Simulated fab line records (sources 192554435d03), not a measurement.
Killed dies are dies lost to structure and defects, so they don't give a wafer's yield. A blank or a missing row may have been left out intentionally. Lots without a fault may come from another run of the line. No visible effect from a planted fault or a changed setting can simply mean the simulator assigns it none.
fab line records + flow n5Finfet
[record]
- lots = 7
- wafers = 21
route steps=1938 shown DUMMY_GATE@246 SD_EPI_P@301 SDB@361 DUMMY_REMOVAL@377 HKMG_FIN@424 GATE_CUT@484
startH: hours from the record's first day to the start of the lot's first wafer shown + waitH: time in hours since the lot's previous step + " identical to the entry in the row above + L1.1+2: several wafers, shown together as one row + - no value, or no start was given + * or withheld: withheld + < > ~ a bound
route shown NAME@n: NAME is a module with steps in the file, n the number in the route of the first one + usual: mean/standard deviation taken from wafers without a fault + same: alike in all rows + chamber/n: place in a boat + sites: readings site by site + _std_site: standard deviation of those values + _edge_site: the outer-site mean with the inner-site mean subtracted + radiusMm: how far each site lies from the wafer's centre + mask NAME#n: copy n + behind: the last tool/chamber to shape the wafer + hold: reason for holding the lot/hours on hold/outcome of the hold + device: which transistor (n, p or np) failed to switch + end of line: tests run on the same wafers once the route is complete + a step given without rows: its recipe and nothing more + killed: dies lost to structure and defects at the first sort, not the wafer's yield + map: the dies of a wafer, with x for killed, . for not killed, _ for no die there
set.NAME: the run value of the setting; set.NAME@STEP: its run value at that earlier step + model.NAME: the simulator's own value behind a step, which no gauge read
lots with deliberately changed settings; one table per step, one row per wafer
[[steps]]
[step N5_DUMMY_GATE_ETCH_32]
[recipe]
- chemistry = CF4
- target = SiO2
- targetDepthA = 35
- timeS = 3.9
- ionEnergyEv = 350
- pressureMtorr = 10
- icpW = 800
- biasW = 400
- cf4FlowSccm = 80
| lot.wafer | tool     | chamber | startH | waitH | set.timeS | model.etch.depthNm |
|-----------|----------|---------|--------|-------|-----------|--------------------|
| L074.1    | rieSi-02 | 0       | 46.75  | 0.1   | 4.353     | 3.824              |
| L074.3    | "        | 2       | "      | "     | 3.9       | 3.423              |
| L074.6    | "        | 1       | "      | "     | 3.9       | 3.504              |
| L080.2    | rieSi-03 | 2       | 82.72  | 0.1   | 3.9       | 3.572              |
| L080.3    | "        | 0       | "      | "     | 3.9       | 3.489              |
| L080.5    | "        | 2       | "      | "     | 3.9       | 3.581              |
| L089.2    | rieSi-02 | 0       | 138.30 | 0.1   | 3.9       | 3.484              |
| L089.4    | "        | 2       | "      | "     | 3.9       | 3.418              |
| L089.6    | "        | 0       | "      | "     | 3.9       | 3.464              |
| L091.3    | rieSi-01 | 1       | 147.65 | 0.1   | 3.9       | 3.417              |
| L091.4    | "        | 3       | "      | "     | 3.9       | 3.412              |
| L091.5    | "        | 0       | "      | "     | 3.9       | 3.431              |
| L092.3    | rieSi-01 | 1       | 153.46 | 0.1   | 3.9       | 3.379              |
| L092.4    | "        | 1       | "      | "     | 4.497     | 3.9                |
| L092.6    | "        | 0       | "      | "     | 3.9       | 3.426              |
| L093.1    | rieSi-03 | 0       | 161.81 | 0.1   | 3.9       | 3.496              |
| L093.4    | "        | 1       | "      | "     | 3.9       | 3.431              |
| L093.5    | "        | 1       | "      | "     | 3.9       | 3.409              |
| L097.1    | rieSi-01 | 3       | 184.69 | 0.1   | 3.154     | 2.754              |
| L097.4    | "        | 2       | "      | "     | 3.9       | 3.504              |
| L097.5    | "        | 1       | "      | "     | 3.154     | 2.779              |
[step N5_SD_EPI_P_PEB_07]
[recipe]
- pebTempC = 110
- pebTimeS = 60
- resist = CAR-ArF-block
| lot.wafer  | tool          | chamber | startH | waitH | set.pebTimeS |
|------------|---------------|---------|--------|-------|--------------|
| L074.1     | lithoTrack-04 | 0       | 52.63  | 0.1   | 69.38        |
| L074.3+6   | "             | 0       | "      | "     | 60           |
| L080.2+3+5 | lithoTrack-04 | 0       | 88.69  | 0.0   | 60           |
| L089.2+6   | lithoTrack-04 | 0       | 144.54 | 0.0   | 67.83        |
| L089.4     | "             | 0       | "      | "     | 60           |
| L091.3+5   | lithoTrack-04 | 0       | 154.27 | 0.0   | 53.2         |
| L091.4     | "             | 0       | "      | "     | 60           |
| L092.3+4+6 | lithoTrack-03 | 0       | 160.15 | 0.0   | 60           |
| L093.1+4   | lithoTrack-04 | 0       | 167.66 | 0.1   | 73.17        |
| L093.5     | "             | 0       | "      | "     | 60           |
| L097.1+5   | lithoTrack-02 | 0       | 192.07 | 0.1   | 60           |
| L097.4     | "             | 0       | "      | "     | 69.11        |
[step N5_SD_EPI_P_DEVELOP_08]
[recipe]
- developTimeS = 30
- developer = TMAH
- resist = CAR-ArF-block
- devTempC = 23
- rinseLiquid = diw
- dry = airSpin
[step N5_SD_EPI_P_CD_MEAS_09]
[recipe]
- targetCdNm = 240
- landingEnergyEv = 500
- detector = seInlens
[usual]
- cdNm = 239.8/0.77
| lot.wafer | tool     | chamber | startH | waitH | set.pebTimeS@SD_EPI_P_PEB_07 | cdNm  |
|-----------|----------|---------|--------|-------|------------------------------|-------|
| L074.1    | cdSem-03 | 0       | 52.69  | -     | 69.38                        | 246.1 |
| L074.3    | "        | 0       | "      | "     | 60                           | 240.3 |
| L074.6    | "        | 0       | "      | "     | 60                           | 240.7 |
| L080.2    | cdSem-02 | 0       | 88.76  | -     | 60                           | 239.7 |
| L080.3    | "        | 0       | "      | "     | 60                           | 240.0 |
| L080.5    | "        | 0       | "      | "     | 60                           | 239.6 |
| L089.2    | cdSem-01 | 0       | 144.60 | -     | 67.83                        | 245.0 |
| L089.4    | "        | 0       | "      | "     | 60                           | 240.4 |
| L089.6    | "        | 0       | "      | "     | 67.83                        | 244.1 |
| L091.3    | cdSem-01 | 0       | 154.33 | -     | 53.2                         | 236.2 |
| L091.4    | "        | 0       | "      | "     | 60                           | 241.2 |
| L091.5    | "        | 0       | "      | "     | 53.2                         | 236.8 |
| L092.3    | cdSem-02 | 0       | 160.22 | -     | 60                           | 240.3 |
| L092.4    | "        | 0       | "      | "     | 60                           | 239.8 |
| L092.6    | "        | 0       | "      | "     | 60                           | 238.8 |
| L093.1    | cdSem-03 | 0       | 167.73 | -     | 73.17                        | 245.7 |
| L093.4    | "        | 0       | "      | "     | 73.17                        | 245.8 |
| L093.5    | "        | 0       | "      | "     | 60                           | 239.5 |
| L097.1    | cdSem-02 | 0       | 192.14 | -     | 60                           | 238.4 |
| L097.4    | "        | 0       | "      | "     | 69.11                        | 243.6 |
| L097.5    | "        | 0       | "      | "     | 60                           | 239.1 |
[step N5_SD_EPI_P_DESCUM_14]
[recipe]
- chemistry = O2
- timeS = 7.9
- sourcePowerW = 50
- biasPowerW = 20
- pressureMtorr = 20
- rfFrequencyHz = 2.712e+07
- tempC = 40
- resist = CAR-ArF-block
- o2FlowSccm = 225
| lot.wafer  | tool       | chamber | startH | waitH | set.pebTimeS@SD_EPI_P_PEB_07 | model.SD_EPI_P.cdNm |
|------------|------------|---------|--------|-------|------------------------------|---------------------|
| L074.1     | rieDiel-01 | 3       | 52.78  | 0.0   | 69.38                        | 245.8               |
| L074.3     | "          | 0       | "      | "     | 60                           | 240.8               |
| L074.6     | "          | 0       | "      | "     | 60                           | 240.4               |
| L080.2+3+5 | rieDiel-01 | 3,2,2   | 88.85  | 0.0   | 60                           | 240                 |
| L089.2     | rieDiel-04 | 2       | 144.73 | 0.1   | 67.83                        | 245                 |
| L089.4     | "          | 0       | "      | "     | 60                           | 240.2               |
| L089.6     | "          | 2       | "      | "     | 67.83                        | 244.4               |
| L091.3     | rieDiel-04 | 0       | 154.42 | 0.0   | 53.2                         | 236.2               |
| L091.4     | "          | 1       | "      | "     | 60                           | 241.2               |
| L091.5     | "          | 0       | "      | "     | 53.2                         | 236.6               |
| L092.3+4   | rieDiel-04 | 0,1     | 160.35 | 0.1   | 60                           | 240                 |
| L092.6     | "          | 1       | "      | "     | 60                           | 238.8               |
| L093.1     | rieDiel-04 | 0       | 167.82 | 0.0   | 73.17                        | 245.4               |
| L093.4     | "          | 3       | "      | "     | 73.17                        | 245.8               |
| L093.5     | "          | 2       | "      | "     | 60                           | 239.6               |
| L097.1     | rieDiel-01 | 1       | 192.23 | 0.0   | 60                           | 238.4               |
| L097.4     | "          | 3       | "      | "     | 69.11                        | 243.8               |
| L097.5     | "          | 2       | "      | "     | 60                           | 239                 |
[step N5_SD_EPI_P_ETCH_36]
[recipe]
- chemistry = CF4
- target = SiARC
- targetDepthA = 455
- maskMaterial = CAR-ArF-block
- timeS = 75.8
- ionEnergyEv = 80
- pressureMtorr = 40
- sourceW = 545
- biasW = 36
- Ar_flow_sccm = 100
- cf4FlowSccm = 100
- ends = cleared
| lot.wafer | tool       | chamber | startH | waitH | set.pebTimeS@SD_EPI_P_PEB_07 | model.SD_EPI_P.cdNm |
|-----------|------------|---------|--------|-------|------------------------------|---------------------|
| L074.1    | rieDiel-01 | 3       | 52.82  | 0.0   | 69.38                        | 245.8               |
| L074.3    | "          | 0       | "      | "     | 60                           | 240.6               |
| L074.6    | "          | 0       | "      | "     | 60                           | 240.2               |
| L080.2    | rieDiel-01 | 3       | 88.88  | 0.0   | 60                           | 240.2               |
| L080.3+5  | "          | 2       | "      | "     | 60                           | 239.8               |
| L089.2    | rieDiel-04 | 2       | 144.76 | 0.0   | 67.83                        | 244.8               |
| L089.4    | "          | 0       | "      | "     | 60                           | 240.4               |
| L089.6    | "          | 2       | "      | "     | 67.83                        | 244.4               |
| L091.3    | rieDiel-04 | 0       | 154.46 | 0.0   | 53.2                         | 236.2               |
| L091.4    | "          | 1       | "      | "     | 60                           | 241.2               |
| L091.5    | "          | 0       | "      | "     | 53.2                         | 236.4               |
| L092.3    | rieDiel-04 | 0       | 160.39 | 0.0   | 60                           | 239.8               |
| L092.4    | "          | 1       | "      | "     | 60                           | 240.2               |
| L092.6    | "          | 1       | "      | "     | 60                           | 238.8               |
| L093.1    | rieDiel-04 | 0       | 167.85 | 0.0   | 73.17                        | 245.2               |
| L093.4    | "          | 3       | "      | "     | 73.17                        | 246                 |
| L093.5    | "          | 2       | "      | "     | 60                           | 239.2               |
| L097.1    | rieDiel-01 | 1       | 192.26 | 0.0   | 60                           | 238.4               |
| L097.4    | "          | 3       | "      | "     | 69.11                        | 244                 |
| L097.5    | "          | 2       | "      | "     | 60                           | 239.2               |
[step N5_SD_EPI_P_ETCH_37]
[recipe]
- chemistry = N2/H2
- target = SOC
- overetchA = 1080
- maskMaterial = SiARC
- tempC = 40
- ionEnergyEv = 100
- sourceW = 3000
- biasW = 133
- pressureMtorr = 20
- timeS = 486
- n2FlowSccm = 200
- h2FlowSccm = 200
- ends = endPoint
| lot.wafer | tool       | chamber | startH | waitH | set.pebTimeS@SD_EPI_P_PEB_07 | model.SD_EPI_P.cdNm |
|-----------|------------|---------|--------|-------|------------------------------|---------------------|
| L074.1    | rieDiel-01 | 3       | 52.87  | 0.0   | 69.38                        | 243.6               |
| L074.3+6  | "          | 0       | "      | "     | 60                           | 241.8               |
| L080.2    | rieDiel-01 | 3       | 88.94  | 0.0   | 60                           | 237.2               |
| L080.3    | "          | 2       | "      | "     | 60                           | 239.8               |
| L080.5    | "          | 2       | "      | "     | 60                           | 238.8               |
| L089.2    | rieDiel-04 | 2       | 144.82 | 0.0   | 67.83                        | 244.4               |
| L089.4    | "          | 0       | "      | "     | 60                           | 240.8               |
| L089.6    | "          | 2       | "      | "     | 67.83                        | 244.2               |
| L091.3    | rieDiel-04 | 0       | 154.51 | 0.0   | 53.2                         | 236.6               |
| L091.4    | "          | 1       | "      | "     | 60                           | 241                 |
| L091.5    | "          | 0       | "      | "     | 53.2                         | 237.2               |
| L092.3    | rieDiel-04 | 0       | 160.44 | 0.0   | 60                           | 240.2               |
| L092.4    | "          | 1       | "      | "     | 60                           | 239.8               |
| L092.6    | "          | 1       | "      | "     | 60                           | 238.2               |
| L093.1    | rieDiel-04 | 0       | 167.91 | 0.0   | 73.17                        | 245.8               |
| L093.4    | "          | 3       | "      | "     | 73.17                        | 245.2               |
| L093.5    | "          | 2       | "      | "     | 60                           | 238.6               |
| L097.1    | rieDiel-01 | 1       | 192.32 | 0.0   | 60                           | 238.6               |
| L097.4    | "          | 3       | "      | "     | 69.11                        | 241                 |
| L097.5    | "          | 2       | "      | "     | 60                           | 239.2               |
[step N5_SDB_ETCH_18]
[recipe]
- chemistry = N2/H2
- target = SOC
- targetDepthA = 1000
- overetchA = 200
- maskMaterial = SiARC
- tempC = 40
- timeS = 150
- ionEnergyEv = 200
- pressureMtorr = 30
- sourceW = 840
- biasW = 150
- n2FlowSccm = 200
- h2FlowSccm = 200
| lot.wafer | tool       | chamber | startH | waitH | set.timeS | model.SiARC_of_SDB_COAT_04.thkNm |
|-----------|------------|---------|--------|-------|-----------|----------------------------------|
| L074.1+6  | rieDiel-03 | 0       | 65.03  | 0.0   | 150       | 12.6                             |
| L074.3    | "          | 1       | "      | "     | 132.5     | 13.2                             |
| L080.2    | rieDiel-03 | 2       | 101.57 | 0.0   | 150       | 13                               |
| L080.3+5  | "          | 0       | "      | "     | 150       | 12.8                             |
| L089.2    | rieDiel-02 | 2       | 156.00 | 0.0   | 179.7     | 11.4                             |
| L089.4    | "          | 1       | "      | "     | 150       | 12.8                             |
| L089.6    | "          | 2       | "      | "     | 179.7     | 11.6                             |
| L091.3+4  | rieDiel-02 | 1,2     | 166.62 | 0.0   | 122.8     | 13.6                             |
| L091.5    | "          | 0       | "      | "     | 122.8     | 14                               |
| L092.3    | rieDiel-06 | 0       | 171.87 | 0.0   | 163.2     | 12.2                             |
| L092.4    | "          | 3       | "      | "     | 163.2     | 12.4                             |
| L092.6    | "          | 0       | "      | "     | 150       | 12.8                             |
| L093.1    | rieDiel-06 | 0       | 180.20 | 0.0   | 126.2     | 13.6                             |
| L093.4+5  | "          | 3,0     | "      | "     | 150       | 12.8                             |
| L097.1+5  | rieDiel-06 | 1       | 203.88 | 0.0   | 150       | 12.6                             |
| L097.4    | "          | 3       | "      | "     | 150       | 13                               |
[step N5_SDB_ALD_29]
[recipe]
- material = SiNx
- targetThkA = 300
- tempC = 400
- aldPrecursorFamily = SiH2I2
- aldCoReactant = N2/H2-plasma
- pulseTimeS = 1
- aldCycles = 600
- purgeTimeS = 2
- coReactantPurgeTimeS = 2
- pressureTorr = 2
| lot.wafer | tool      | chamber | startH | waitH | set.aldCycles | model.SiNx_of_SDB_ALD_29.thkNm |
|-----------|-----------|---------|--------|-------|---------------|--------------------------------|
| L074.1    | aldSin-02 | 1       | 65.75  | 0.0   | 685           | 34.6                           |
| L074.3    | "         | 3       | "      | "     | 685           | 34.4                           |
| L074.6    | "         | 3       | 67.10  | 1.4   | 685           | 34.2                           |
| L080.2+3  | aldSin-03 | 0,2     | 102.30 | 0.0   | 600           | 30.2                           |
| L080.5    | "         | 3       | 103.65 | 1.4   | 600           | 30                             |
| L089.2    | aldSin-02 | 3       | 156.74 | 0.0   | 600           | 30                             |
| L089.4+6  | "         | 2,0     | "      | "     | 558           | 27.8                           |
| L091.3    | aldSin-03 | 3       | 167.49 | 0.0   | 560           | 28.2                           |
| L091.4    | "         | 1       | "      | "     | 600           | 30                             |
| L091.5    | "         | 1       | 168.84 | 1.4   | 560           | 28                             |
| L092.3+6  | aldSin-03 | 3,0     | 173.03 | 0.5   | 600           | 30                             |
| L092.4    | "         | 2       | "      | "     | 600           | 30.2                           |
| L093.1    | aldSin-03 | 2       | 181.41 | 0.5   | 546           | 27.4                           |
| L093.4    | "         | 0       | "      | "     | 600           | 30.2                           |
| L093.5    | "         | 1       | 182.76 | 1.9   | 546           | 27.2                           |
| L097.1    | aldSin-03 | 2       | 204.61 | 0.0   | 558           | 28                             |
| L097.4+5  | "         | 3,2     | "      | "     | 600           | 30                             |
[step N5_SDB_CMP_30]
[recipe]
- stopOn = poly-Si
- tOverpolishS = 1.54
- postCmpClean = alkalineBrush
- downForcePsi = 4.1491
- platenRpm = 51.796
- padVelocityMS = 1.0306
- targetThkNm = 30
[step N5_DUMMY_REMOVAL_HM_STRIP_01]
[recipe]
- chemistry = CH3F/O2
- material = SiNx
- targetDepthA = 40
- stopOn = poly-Si
- timeS = 6.8
- overEtchFrac = 0.3
- ionEnergyEv = 60
- powerW = 410
- biasW = 29
- Ar_flow_sccm = 150
- CH3F_flow_sccm = 30
- O2_flow_sccm = 20
[step N5_DUMMY_REMOVAL_STRIP_10]
[recipe]
- chemistry = N2/H2
- timeS = 40
- powerW = 100
- tempC = 40
- pressureMtorr = 100
- rfFrequencyHz = 6e+07
- biasPowerW = 3
- n2FlowSccm = 300
- h2FlowSccm = 300
[step N5_DUMMY_REMOVAL_PRECLEAN_07]
[recipe]
- chemistry = dHF
- timeS = 30
- tempC = 25
- dilution = withheld
| lot.wafer  | tool        | chamber | startH | waitH | set.aldCycles@SDB_ALD_29 | model.SiNx_of_SDB_ALD_29.thkNm |
|------------|-------------|---------|--------|-------|--------------------------|--------------------------------|
| L074.1     | wetBench-04 | 1       | 68.96  | 0.1   | 685                      | 29.4                           |
| L074.3     | "           | 0       | "      | "     | 685                      | 29.6                           |
| L074.6     | "           | 6       | "      | "     | 685                      | 29.8                           |
| L080.2+3+5 | wetBench-02 | 6,1,5   | 105.52 | 0.1   | 600                      | 29.4                           |
| L089.2     | wetBench-03 | 2       | 160.00 | 0.1   | 600                      | 29.4                           |
| L089.4+6   | "           | 4,0     | "      | "     | 558                      | 27                             |
| L091.3+5   | wetBench-02 | 3,1     | 170.97 | 0.1   | 560                      | 27.4                           |
| L091.4     | "           | 4       | "      | "     | 600                      | 29.2                           |
| L092.3+6   | wetBench-03 | 4,3     | 176.24 | 0.1   | 600                      | 29.2                           |
| L092.4     | "           | 5       | "      | "     | 600                      | 29.4                           |
| L093.1     | wetBench-02 | 7       | 184.63 | 0.1   | 546                      | 26.6                           |
| L093.4     | "           | 6       | "      | "     | 600                      | 29.4                           |
| L093.5     | "           | 5       | "      | "     | 546                      | 26.4                           |
| L097.1     | wetBench-04 | 3       | 207.88 | 0.1   | 558                      | 27.2                           |
| L097.4+5   | "           | 4,5     | "      | "     | 600                      | 29.2                           |
[step N5_HKMG_FIN_COAT_06]
[recipe]
- resist = CAR-ArF
- spinRpm = 1500
- resistThkNm = 90
| lot.wafer  | tool          | chamber | startH | waitH | set.spinRpm | model.CAR-ArF_of_HKMG_FIN_COAT_06.thkNm |
|------------|---------------|---------|--------|-------|-------------|-----------------------------------------|
| L074.1     | lithoTrack-03 | 0       | -      | -     | 1500        | 90.2                                    |
| L074.3     | "             | 0       | "      | "     | 1500        | 90                                      |
| L074.6     | "             | 0       | "      | "     | 1428        | 92                                      |
| L080.2+3+5 | lithoTrack-01 | 0       | -      | -     | 1500        | 90                                      |
| L089.2     | lithoTrack-02 | 0       | -      | -     | 1419        | 92.6                                    |
| L089.4     | "             | 0       | "      | "     | 1419        | 92.2                                    |
| L089.6     | "             | 0       | "      | "     | 1500        | 90.2                                    |
| L091.3     | lithoTrack-02 | 0       | -      | -     | 1500        | 90.4                                    |
| L091.4+5   | "             | 0       | "      | "     | 1644        | 86.2                                    |
| L092.3     | lithoTrack-01 | 0       | -      | -     | 1500        | 90.4                                    |
| L092.4+6   | "             | 0       | "      | "     | 1500        | 90.2                                    |
| L093.1+4   | lithoTrack-03 | 0       | -      | -     | 1654        | 86.2                                    |
| L093.5     | "             | 0       | "      | "     | 1500        | 90.6                                    |
| L097.1+4   | lithoTrack-02 | 0       | -      | -     | 1500        | 90.4                                    |
| L097.5     | "             | 0       | "      | "     | 1500        | 90.6                                    |
[step N5_HKMG_FIN_DESCUM_17]
[recipe]
- chemistry = O2
- timeS = 7.9
- sourcePowerW = 50
- biasPowerW = 20
- pressureMtorr = 20
- rfFrequencyHz = 2.712e+07
- tempC = 40
- resist = CAR-ArF
- o2FlowSccm = 225
| lot.wafer | tool       | chamber | startH | waitH | set.timeS | set.spinRpm@HKMG_FIN_COAT_06 | model.CAR-ArF_of_HKMG_FIN_COAT_06.thkNm |
|-----------|------------|---------|--------|-------|-----------|------------------------------|-----------------------------------------|
| L074.1    | rieDiel-02 | 3       | 74.16  | 0.3   | 6.369     | 1500                         | 84.6                                    |
| L074.3    | "          | 0       | "      | "     | 7.9       | 1500                         | 83.6                                    |
| L074.6    | "          | 1       | "      | "     | 7.9       | 1428                         | 85.6                                    |
| L080.2    | rieDiel-03 | 0       | 110.87 | 0.0   | 7.9       | 1500                         | 83.6                                    |
| L080.3+5  | "          | 1,3     | "      | "     | 7.9       | 1500                         | 83.4                                    |
| L089.2    | rieDiel-06 | 0       | 165.04 | 0.2   | 7.9       | 1419                         | 86                                      |
| L089.4    | "          | 1       | "      | "     | 7.9       | 1419                         | 85.8                                    |
| L089.6    | "          | 2       | "      | "     | 7.9       | 1500                         | 83.6                                    |
| L091.3    | rieDiel-06 | 1       | 176.03 | 0.0   | 9.489     | 1500                         | 82.8                                    |
| L091.4    | "          | 0       | "      | "     | 9.489     | 1644                         | 78.6                                    |
| L091.5    | "          | 3       | "      | "     | 7.9       | 1644                         | 79.6                                    |
| L092.3    | rieDiel-06 | 1       | 181.21 | 0.0   | 7.9       | 1500                         | 84                                      |
| L092.4+6  | "          | 3,1     | "      | "     | 9.394     | 1500                         | 82.8                                    |
| L093.1    | rieDiel-06 | 1       | 189.39 | 0.0   | 7.112     | 1654                         | 80.2                                    |
| L093.4    | "          | 0       | "      | "     | 7.112     | 1654                         | 80                                      |
| L093.5    | "          | 3       | "      | "     | 7.112     | 1500                         | 84.4                                    |
| L097.1+4  | rieDiel-03 | 0,3     | 212.98 | 0.2   | 7.9       | 1500                         | 83.8                                    |
| L097.5    | "          | 2       | "      | "     | 9.099     | 1500                         | 83.2                                    |
[step N5_GATE_CUT_EXPOSE_10]
[recipe]
- maskId = GATE_CUT
- na = 0.33
- sourceShape = annular
- sigmaInner = 0.35
- sigmaOuter = 0.8
- polarization = unpolarized
- targetCdNm = 20
- doseMj = 43.25
| lot.wafer  | tool          | chamber | startH | waitH | mask       | set.doseMj |
|------------|---------------|---------|--------|-------|------------|------------|
| L074.1+3   | euvScanner-01 | 0       | 82.16  | -     | GATE_CUT#0 | 46.3       |
| L074.6     | "             | 0       | "      | "     | GATE_CUT#0 | 43.25      |
| L080.2+3+5 | euvScanner-02 | 0       | 120.53 | -     | GATE_CUT#0 | 43.25      |
| L089.2+4+6 | euvScanner-02 | 0       | 173.15 | -     | GATE_CUT#0 | 43.25      |
| L091.3+4   | euvScanner-02 | 0       | 184.79 | -     | GATE_CUT#0 | 43.25      |
| L091.5     | "             | 0       | "      | "     | GATE_CUT#0 | 46.44      |
| L092.3+4+6 | euvScanner-02 | 0       | 190.18 | -     | GATE_CUT#0 | 43.25      |
| L093.1     | euvScanner-01 | 0       | 197.54 | -     | GATE_CUT#0 | 43.25      |
| L093.4+5   | "             | 0       | "      | "     | GATE_CUT#0 | 45.25      |
| L097.1     | euvScanner-01 | 0       | 221.05 | -     | GATE_CUT#0 | 45.1       |
| L097.4+5   | "             | 0       | "      | "     | GATE_CUT#0 | 43.25      |
[step N5_GATE_CUT_PEB_11]
[recipe]
- pebTempC = 100
- pebTimeS = 60
- resist = CAR-EUV
[step N5_GATE_CUT_DEVELOP_12]
[recipe]
- developTimeS = 30
- developer = TMAH
- resist = CAR-EUV
- rinseLiquid = surfactantRinse
- dry = airSpin
- devTempC = 23
[step N5_GATE_CUT_CD_MEAS_13]
[recipe]
- targetCdNm = 20
- landingEnergyEv = 500
- detector = seInlens
[usual]
- cdNm = 20.04/0.27
| lot.wafer | tool     | chamber | startH | waitH | set.doseMj@GATE_CUT_EXPOSE_10 | cdNm  |
|-----------|----------|---------|--------|-------|-------------------------------|-------|
| L074.1    | cdSem-02 | 0       | 82.29  | -     | 46.3                          | 21.66 |
| L074.3    | "        | 0       | "      | "     | 46.3                          | 21.28 |
| L074.6    | "        | 0       | "      | "     | 43.25                         | 19.89 |
| L080.2    | cdSem-01 | 0       | 120.66 | -     | 43.25                         | 19.71 |
| L080.3    | "        | 0       | "      | "     | 43.25                         | 20.13 |
| L080.5    | "        | 0       | "      | "     | 43.25                         | 20.07 |
| L089.2    | cdSem-02 | 0       | 173.28 | -     | 43.25                         | 20.17 |
| L089.4    | "        | 0       | "      | "     | 43.25                         | 19.83 |
| L089.6    | "        | 0       | "      | "     | 43.25                         | 20.16 |
| L091.3    | cdSem-03 | 0       | 184.91 | -     | 43.25                         | 19.68 |
| L091.4    | "        | 0       | "      | "     | 43.25                         | 19.90 |
| L091.5    | "        | 0       | "      | "     | 46.44                         | 21.17 |
| L092.3    | cdSem-01 | 0       | 190.31 | -     | 43.25                         | 20.13 |
| L092.4    | "        | 0       | "      | "     | 43.25                         | 19.86 |
| L092.6    | "        | 0       | "      | "     | 43.25                         | 19.74 |
| L093.1    | cdSem-01 | 0       | 197.67 | -     | 43.25                         | 19.87 |
| L093.4    | "        | 0       | "      | "     | 45.25                         | 21.24 |
| L093.5    | "        | 0       | "      | "     | 45.25                         | 21.12 |
| L097.1    | cdSem-03 | 0       | 221.19 | -     | 45.1                          | 20.67 |
| L097.4    | "        | 0       | "      | "     | 43.25                         | 19.54 |
| L097.5    | "        | 0       | "      | "     | 43.25                         | 19.64 |
[[key]]
[split]
- step = N5_DUMMY_GATE_ETCH_32
- setting = timeS
- stated = 3.9
- by = wafer
[response]
- step = N5_DUMMY_GATE_ETCH_32
- reading = model.etch.depthNm
- change = +0.0353
- per = 1%
- r = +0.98
[split]
- step = N5_SD_EPI_P_PEB_07
- setting = pebTimeS
- stated = 60
- by = wafer
[response]
- step = N5_SD_EPI_P_CD_MEAS_09
- reading = cdNm
- change = +0.323
- per = 1%
- r = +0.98
[response]
- step = N5_SD_EPI_P_DESCUM_14
- reading = model.SD_EPI_P.cdNm
- change = +0.321
- per = 1%
- r = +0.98
[response]
- step = N5_SD_EPI_P_ETCH_36
- reading = model.SD_EPI_P.cdNm
- change = +0.33
- per = 1%
- r = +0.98
[response]
- step = N5_SD_EPI_P_ETCH_37
- reading = model.SD_EPI_P.cdNm
- change = +0.242
- per = 1%
- r = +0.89
[split]
- step = N5_SDB_ETCH_18
- setting = timeS
- stated = 150
- by = wafer
[response]
- step = N5_SDB_ETCH_18
- reading = model.SiARC_of_SDB_COAT_04.thkNm
- change = -0.0581
- per = 1%
- r = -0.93
[split]
- step = N5_SDB_ALD_29
- setting = aldCycles
- stated = 600
- by = wafer
[response]
- step = N5_SDB_ALD_29
- reading = model.SiNx_of_SDB_ALD_29.thkNm
- change = +0.305
- per = 1%
- r = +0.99
[response]
- step = N5_DUMMY_REMOVAL_PRECLEAN_07
- reading = model.SiNx_of_SDB_ALD_29.thkNm
- change = +0.308
- per = 1%
- r = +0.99
[split]
- step = N5_HKMG_FIN_COAT_06
- setting = spinRpm
- stated = 1500
- by = wafer
[response]
- step = N5_HKMG_FIN_COAT_06
- reading = model.CAR-ArF_of_HKMG_FIN_COAT_06.thkNm
- change = -0.426
- per = 1%
- r = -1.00
[response]
- step = N5_HKMG_FIN_DESCUM_17
- reading = model.CAR-ArF_of_HKMG_FIN_COAT_06.thkNm
- change = -0.398
- per = 1%
- r = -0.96
[split]
- step = N5_HKMG_FIN_DESCUM_17
- setting = timeS
- stated = 7.9
- by = wafer
response none clear
[split]
- step = N5_GATE_CUT_EXPOSE_10
- setting = doseMj
- stated = 43.25
- by = wafer
[response]
- step = N5_GATE_CUT_CD_MEAS_13
- reading = cdNm
- change = +0.222
- per = 1%
- r = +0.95
